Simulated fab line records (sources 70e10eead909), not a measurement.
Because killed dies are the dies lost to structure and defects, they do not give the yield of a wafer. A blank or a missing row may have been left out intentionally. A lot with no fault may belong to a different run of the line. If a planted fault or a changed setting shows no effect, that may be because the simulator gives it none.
Chamber matching + flow nand_harc + NHARC_P_CONTACT_CMP_01 on cmp-04 has 4 sister chambers
The step polishes SiO2, target thk 200 nm. 8 wafers are shown with their chamber, then 12 later ones without.

## EACH WAFER AND ITS CHAMBER
| wafer  | chamber | motor_current_A (A) |
|--------|---------|---------------------|
| L084.2 | 2       | 11.1                |
| L088.5 | 0       | 12.7                |
| L092.1 | 0       | 12.6                |
| L092.2 | 3       | 11.0                |
| L092.4 | 1       | 10.6                |
| L093.1 | 3       | 11.3                |
| L093.2 | 1       | 11.2                |
| L093.3 | 2       | 11.0                |

## WAFERS WITHOUT THEIR CHAMBER
| wafer  | motor_current_A (A) |
|--------|---------------------|
| L094.1 | 10.9                |
| L094.3 | 10.6                |
| L094.5 | 11.7                |
| L097.1 | 11.1                |
| L097.2 | 10.6                |
| L097.3 | 11.3                |
| L097.4 | 12.5                |
| L097.5 | 10.8                |
| L097.6 | 11.9                |
| L096.1 | 10.4                |
| L096.4 | 11.9                |
| L096.5 | 11.6                |

## EACH ONE'S CHAMBER
| wafer  | from the rows above               | in truth |
|--------|-----------------------------------|----------|
| L094.1 | can't be placed: 1 or 2 or 3      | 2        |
| L094.3 | can't be placed: 1 or 2 or 3      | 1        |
| L094.5 | can't be placed: 3 or 2 or 1 or 0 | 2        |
| L097.1 | can't be placed: 2 or 3 or 1      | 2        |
| L097.2 | can't be placed: 1 or 2 or 3      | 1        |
| L097.3 | can't be placed: 3 or 2 or 1      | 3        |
| L097.4 | 0                                 | 0        |
| L097.5 | can't be placed: 1 or 2 or 3      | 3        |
| L097.6 | can't be placed: 0 or 3 or 2 or 1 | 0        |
| L096.1 | can't be placed: 1 or 2 or 3      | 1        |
| L096.4 | can't be placed: 0 or 3 or 2 or 1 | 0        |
| L096.5 | can't be placed: 3 or 2 or 1      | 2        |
Placed correctly: 1 of 12. From these rows, 11 cannot be placed; in 11 the true chamber is one of the candidates. Number placed wrongly: 0.
How it was worked out, from the rows above alone: a wafer's distance from a chamber is the root of the sum, over the readings, of the square of ((its reading less the chamber's mean) divided by the reading's scatter). The wafer belongs to the nearest chamber; if the next one is less than 2 further off, it can't be placed. Each chamber's mean is taken over the wafers shown for it. The scatter is the square root of a quotient: the sum, over the shown wafers, of each reading's squared deviation from its chamber's mean, divided by wafers minus chambers.
